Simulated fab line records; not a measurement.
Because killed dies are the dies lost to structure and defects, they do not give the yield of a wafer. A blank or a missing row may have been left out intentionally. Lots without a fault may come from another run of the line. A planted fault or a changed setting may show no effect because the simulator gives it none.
Matching of chambers | flow n5-finfet | 4 sister chambers for N5_SD_EPI_P_ETCH_47 on rie-diel-05
The step etches SiOCN in CH3F/O2, target depth 25 nm. 14 wafers are shown with their chamber, then 6 later ones without.

## EACH WAFER AND ITS CHAMBER
wafer  | chamber | showerhead-plenum-p-Torr (Torr) | throttle-valve-pct (%) | oes-product-au (a.u.)
L923.1 | 1       | 1.99                            | 16.53                  | 0.72
L923.2 | 0       | 1.89                            | 16.35                  | 0.71
L923.6 | 1       | 1.99                            | 16.52                  | 0.71
L927.2 | 2       | 1.95                            | 16.29                  | 0.85
L927.3 | 3       | 2.13                            | 16.06                  | 0.91
L927.4 | 1       | 1.99                            | 16.52                  | 0.71
L928.2 | 1       | 1.99                            | 16.51                  | 0.71
L928.3 | 3       | 2.13                            | 16.08                  | 0.92
L929.1 | 3       | 2.13                            | 16.06                  | 0.91
L929.4 | 0       | 1.89                            | 16.36                  | 0.71
L929.5 | 1       | 1.99                            | 16.52                  | 0.70
L940.1 | 2       | 1.94                            | 16.36                  | 0.80
L940.4 | 3       | 2.12                            | 16.10                  | 0.88
L940.6 | 2       | 1.94                            | 16.37                  | 0.82

SIGNATURES (means of the wafers above)
reading                  | chamber 0 | chamber 1 | chamber 2 | chamber 3 | scatter within a chamber
showerhead-plenum-p-Torr | 1.8900    | 1.9900    | 1.9433    | 2.1275    | 0.00376
throttle-valve-pct       | 16.3550   | 16.5200   | 16.3400   | 16.0750   | 0.0227
oes-product-au           | 0.7100    | 0.7100    | 0.8233    | 0.9050    | 0.0154
Rule: a wafer's distance from a chamber is the root of the sum, over the readings, of the square of ((its reading less the chamber's mean) divided by the reading's scatter). If the next closest chamber is less than 2 further off than the closest, the wafer can't be placed; otherwise it belongs to the closest. The scatter: take each reading less its chamber's mean, square it, sum over the shown wafers, divide by the number of wafers less the number of chambers, and take the root.

## WAFERS WITH NO CHAMBER GIVEN
wafer  | showerhead-plenum-p-Torr (Torr) | throttle-valve-pct (%) | oes-product-au (a.u.)
L942.1 | 2.12                            | 16.12                  | 0.87
L942.5 | 1.88                            | 16.40                  | 0.70
L942.6 | 2.12                            | 16.11                  | 0.87
L943.3 | 1.94                            | 16.39                  | 0.81
L943.5 | 1.88                            | 16.41                  | 0.70
L943.6 | 2.12                            | 16.12                  | 0.87

## EACH ONE'S CHAMBER
wafer  | from the rows above | in truth
L942.1 | 3                   | 3
L942.5 | 0                   | 0
L942.6 | 3                   | 3
L943.3 | 2                   | 2
L943.5 | 0                   | 0
L943.6 | 3                   | 3
Correct placement for 6 of the 6. Not placeable from these rows: 0. Number placed wrongly: 0.
